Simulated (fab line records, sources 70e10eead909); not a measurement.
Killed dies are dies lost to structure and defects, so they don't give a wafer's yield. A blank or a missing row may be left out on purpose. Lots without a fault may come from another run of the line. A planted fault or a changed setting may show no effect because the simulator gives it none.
Chamber matching | flow nand_harc | NHARC_A_CHANNEL_FILL_D2_ALD_02 on ald_hk-04: 4 sister chambers
The step deposits SiO2, target thk 6 nm, pulse time 10 s, ald cycles 60. 22 wafers are shown with their chamber, then 11 later ones without.

WAFERS WITH THEIR CHAMBER
wafer  | chamber | heater_power_w (W) | heater_power_outer_w (W) | precursor_pulse_height_rel
L076.2 | 2       | 484                | 273                      | 1.011
L076.3 | 0       | 448                | 265                      | 1.011
L076.4 | 3       | 579                | 314                      | 0.987
L078.4 | 2       | 495                | 269                      | 0.949
L078.5 | 0       | 449                | 261                      | 0.993
L078.6 | 1       | 453                | 262                      | 0.946
L080.1 | 2       | 492                | 263                      | 0.995
L080.4 | 3       | 570                | 305                      | 1.007
L080.6 | 1       | 454                | 260                      | 0.990
L081.1 | 0       | 442                | 256                      | 1.025
L081.3 | 2       | 501                | 270                      | 0.987
L081.6 | 3       | 583                | 311                      | 0.995
L082.1 | 2       | 495                | 277                      | 0.991
L082.2 | 0       | 444                | 258                      | 1.017
L082.4 | 1       | 478                | 261                      | 1.012
L085.2 | 2       | 502                | 273                      | 1.016
L085.4 | 3       | 573                | 316                      | 1.027
L085.5 | 3       | 575                | 318                      | 1.001
L091.1 | 2       | 493                | 272                      | 1.036
L091.2 | 0       | 451                | 261                      | 0.991
L091.5 | 2       | 509                | 273                      | 1.025
L094.1 | 3       | 590                | 329                      | 1.004

SIGNATURES (means of the wafers above)
reading                    | chamber 0 | chamber 1 | chamber 2 | chamber 3 | scatter within a chamber
heater_power_w             | 446.80    | 461.67    | 496.38    | 578.33    | 7.9
heater_power_outer_w       | 260.20    | 261.00    | 271.25    | 315.50    | 5.21
precursor_pulse_height_rel | 1.00740   | 0.98267   | 1.00125   | 1.00350   | 0.0226
Rule: a wafer's distance from a chamber is the root of the sum, over the readings, of the square of ((its reading less the chamber's mean) divided by the reading's scatter). The wafer belongs to the nearest chamber; if the next one is less than 2 further off, it can't be placed. The scatter: the root of (the sum of the squares of (reading less its chamber's mean) over the shown wafers, divided by (wafers less chambers)).

WAFERS WITHOUT THEIR CHAMBER
wafer  | heater_power_w (W) | heater_power_outer_w (W) | precursor_pulse_height_rel
L094.4 | 513                | 281                      | 1.023
L094.6 | 596                | 326                      | 0.966
L095.1 | 581                | 332                      | 1.006
L095.2 | 444                | 261                      | 0.990
L095.5 | 489                | 281                      | 1.014
L093.1 | 502                | 278                      | 0.998
L093.5 | 506                | 271                      | 0.984
L093.6 | 487                | 280                      | 0.978
L096.1 | 588                | 324                      | 1.011
L096.3 | 501                | 283                      | 1.012
L096.6 | 506                | 277                      | 1.000

WHICH CHAMBER EACH WENT THROUGH
wafer  | from the rows above     | in truth
L094.4 | 2                       | 2
L094.6 | 3                       | 3
L095.1 | 3                       | 3
L095.2 | can't be placed: 0 or 1 | 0
L095.5 | 2                       | 2
L093.1 | 2                       | 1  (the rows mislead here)
L093.5 | 2                       | 2
L093.6 | 2                       | 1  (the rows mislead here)
L096.1 | 3                       | 3
L096.3 | 2                       | 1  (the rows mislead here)
L096.6 | 2                       | 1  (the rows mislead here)
Placed correctly: 6 of 11. Can't be placed from these rows: 1 (the true chamber is among the candidates in 1). Placed wrongly: 4.
